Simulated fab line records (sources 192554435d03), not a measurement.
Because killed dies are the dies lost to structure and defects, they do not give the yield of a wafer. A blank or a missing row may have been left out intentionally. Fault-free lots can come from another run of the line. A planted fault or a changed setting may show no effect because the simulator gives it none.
A struck lot beside a sound one + flow n5_finfet + 44 out of 1938 route steps
Sound: wafers L693.1, L693.2, L693.5. Struck: wafers L701.1, L701.4 (left out: L701.2, a lot-mate that was not struck); the cause follows at the end.
Per side, at each step with rows, come the tool, then ch with its chambers, and then its first start. Under that, the readings that differ: sound wafers + struck wafers + difference of the means + sigmas: that difference in standard deviations of wafers without a fault.
alike: readings whose means differ by less than 2 such deviations, and words and numbers that are the same on both sides. not compared: withheld readings, readings that some wafer has no value for, bounds like >300 that may hide the same value, and numbers for which the record gives no deviation and whose values overlap.
A row with sigmas, a row that says differs or no value, or rows on one side alone: a step with any of these is where the two part. When numbers do not overlap yet have no deviation, they are printed without sigmas and do not part them. Lack of a reading on every wafer of one side parts them only where that side has two or more wafers.

N5_BEOL_M3_ANNEAL_95: time 240 s.
  sound on pvd_sputter-02 at day 8 20:37; struck on pvd_sputter-02 at day 10 19:01
  alike: heater_power_w, susceptor_temp_C
then, 4 steps without rows for these wafers: N5_BEOL_M3_SPUTTER_96 (material Cu, target thk 4.5 nm, time 8.29 s); N5_BEOL_M3_ECD_50 (material Cu, target thk 300 nm); N5_BEOL_M3_ANNEAL_51 (time 90 s); N5_BEOL_M3_CMP_52 (polishes, stops on SiOC, t overpolish 6.8 s, target thk 40 nm).
N5_BEOL_M3_THK_MEAS_53: measures by xrf.
  sound on film_metro-01 at day 8 21:32; struck on film_metro-02 at day 10 19:56
  alike: M3_THK
then, 4 steps without rows for these wafers: N5_BEOL_M3_PRE_CLEAN_60 (time 15 s); N5_BEOL_M3_CO_CAP_55 (material Co, precursor CCTBA/H2, target thk 2 nm, time 102.1 s); N5_BEOL_M3_PRE_CLEAN_56 (time 15 s); N5_BEOL_M3_DEP_57 (deposits SiCN from 3MS/NH3, target thk 8 nm, time 14 s).
N5_BEOL_M3_RS_MEAS_58: measurement is done with a four-point probe.
  sound on film_metro-01 at day 8 21:47; struck on film_metro-02 at day 10 20:12
  alike: M3_RS
N5_BEOL_M3_INSPECT_59: inspects for defects (darkfield).
  sound on defect_inspect-02 at day 8 21:49; struck on defect_inspect-02 at day 10 20:13
| reading          | sound     | struck | difference | sigmas |
|------------------|-----------|--------|------------|--------|
| raw_defect_count | 92 89 109 | 57 39  | -49        | -2     |
N5_BEOL_M4_ILD_DEP_00: deposits SiOC from DEMS/O2, target thk 79 nm, time 15.3 s.
  sound on pecvd-03 ch 0,1,2, day 8 21:52; struck on pecvd-03 ch 2, day 10 20:16
| reading                                      | sound          | struck  | difference | sigmas |
|----------------------------------------------|----------------|---------|------------|--------|
| model.SiOC_of_BEOL_M4_ILD_DEP_00.thk_nm (nm) | 79.2 78.4 79.4 | 37.6 38 | -41.2      |        |
  alike: heater_power_w, showerhead_plenum_p_Torr, susceptor_temp_C, throttle_valve_pct
N5_BEOL_M4_THK_MEAS_01:
  sound on film_metro-01 at day 8 21:55; struck on film_metro-01 at day 10 20:20
| reading         | sound          | struck    | difference | sigmas |
|-----------------|----------------|-----------|------------|--------|
| M4_ILD_THK (nm) | 79.3 78.3 79.5 | 37.5 38.1 | -41.2      | -43    |
then, 11 steps without rows for these wafers: N5_BEOL_M4_PECVD_72 (deposits SiO2 from TEOS/O2, target thk 16 nm, time 18 s); N5_BEOL_M4_HM_DEP_02 (deposits TiN, target thk 20 nm); N5_BEOL_M4_COAT_61 (time 60 s, resist thk 60 nm); N5_BEOL_M4_COAT_62 (time 60 s, resist thk 12 nm); N5_BEOL_M4_COAT_73 (time 60 s, resist thk 5 nm); N5_BEOL_M4_COAT_05 (resist thk 30 nm); N5_BEOL_M4_EBR_07; N5_BEOL_M4_SOFTBAKE_06 (time 60 s); N5_BEOL_M4_EXPOSE_08 (exposes mask M4); N5_BEOL_M4_PEB_09 (peb time 60 s); N5_BEOL_M4_DEVELOP_10 (develop time 30 s).
N5_BEOL_M4_CD_MEAS_11 targets a cd of 16.79 nm.
  sound on cd_sem-03 ch 0, day 8 22:25; struck on cd_sem-01 ch 0, day 10 21:06
  alike: cd_nm
N5_BEOL_M4_OVL_MEAS_12:
  sound on overlay-01 ch 0, day 8 22:26; struck on overlay-02 ch 0, day 10 21:08
  alike: M4_OVL
N5_BEOL_M4_INSPECT_13: inspects for defects (brightfield).
  sound on defect_inspect-01 at day 8 22:30; struck on defect_inspect-01 at day 10 21:11
  alike: raw_defect_count
then, 2 steps without rows for these wafers: N5_BEOL_M4_DESCUM_16 (chemistry O2, time 7 s); N5_BEOL_M4_ETCH_74 (etches underlayer in N2/H2, target depth 6.5 nm, time 5.2 s).
N5_BEOL_M4_ETCH_63: etches SiARC in CF4, target depth 15.6 nm, time 26 s.
  sound on rie_diel-03 ch 0,2,3, day 8 22:35; struck on rie_diel-06 ch 1,3, day 10 21:58
  alike: drypump_motor_current_A, etch_rf_on_time_s, mfc_ar_sccm, oes_product_au, rf_vpp_V, showerhead_plenum_p_Torr, throttle_valve_pct
  not compared: rf_hours_counter_h
N5_BEOL_M4_ETCH_64: etches SOC in N2/H2, target depth 75 nm, overetch 22.5 nm, time 121.9 s.
  sound on rie_diel-03 ch 0,2,3, day 8 22:37; struck on rie_diel-06 ch 1,3, day 10 21:59
  alike: drypump_motor_current_A, n2_flow_sccm, oes_product_au, rf_vpp_V, showerhead_plenum_p_Torr, temp_c, throttle_valve_pct
  not compared: rf_hours_counter_h
then, 2 steps without rows for these wafers: N5_BEOL_M4_STRIP_65 (strips in N2/H2); N5_BEOL_M4_STRIP_75 (strips in N2/H2).
N5_BEOL_M4_STRIP_66: strips in CF4.
  sound on rie_diel-03 ch 0,2,3, day 8 22:45; struck on rie_diel-06 ch 1,3, day 10 22:07
  alike: drypump_motor_current_A, oes_product_au, rf_vpp_V, showerhead_plenum_p_Torr, throttle_valve_pct
  not compared: rf_hours_counter_h
then, 1 step without rows for these wafers: N5_BEOL_M4_HM_OPEN_17 (chemistry Cl2/BCl3, target TiN, target depth 20 nm, overetch 6 nm).
N5_BEOL_M4_STRIP_19: strips in O2.
  sound on rie_diel-06 ch 0,1,3, day 8 22:54; struck on rie_diel-01 ch 2,3, day 10 22:22
  alike: drypump_motor_current_A, oes_product_au, rf_vpp_V, showerhead_plenum_p_Torr, temp_c, throttle_valve_pct
  not compared: rf_hours_counter_h
N5_BEOL_M4_CD_MEAS_18: pitch 36 nm, target cd 18 nm.
  sound on cd_sem-03 at day 8 22:58; struck on cd_sem-03 at day 10 22:26
  alike: cd_nm
then, 4 steps without rows for these wafers: N5_BEOL_M4_COAT_67 (time 60 s, resist thk 60 nm); N5_BEOL_M4_COAT_68 (time 60 s, resist thk 12 nm); N5_BEOL_M4_COAT_76 (time 60 s, resist thk 5 nm); N5_BEOL_M4_COAT_22 (resist thk 30 nm).
N5_BEOL_M4_CMP_52: polishes, stops on SiOC, t overpolish 6.8 s, target thk 40 nm.
  sound on cmp-03 ch 0,1, day 9 11:42; struck on cmp-04 ch 1,3, day 11 07:26
| reading                                      | sound          | struck  | difference | sigmas |
|----------------------------------------------|----------------|---------|------------|--------|
| model.SiOC_of_BEOL_M4_ILD_DEP_00.thk_nm (nm) | 76.2 75.4 76.4 | 34.6 35 | -41.2      |        |
  alike: motor_current_A, slurry_filter_dp_kPa, slurry_flow_ml_min
N5_BEOL_M4_RC_MEAS_101:
  the record has rows for the sound wafers here (prober-02 ch 0, day 9 12:16) and none for the struck ones

WHERE THEY PART
Last at N5_BEOL_M4_RC_MEAS_101 as far as this record goes, first at N5_BEOL_M3_INSPECT_59.

WHY: whatever the simulator had introduced
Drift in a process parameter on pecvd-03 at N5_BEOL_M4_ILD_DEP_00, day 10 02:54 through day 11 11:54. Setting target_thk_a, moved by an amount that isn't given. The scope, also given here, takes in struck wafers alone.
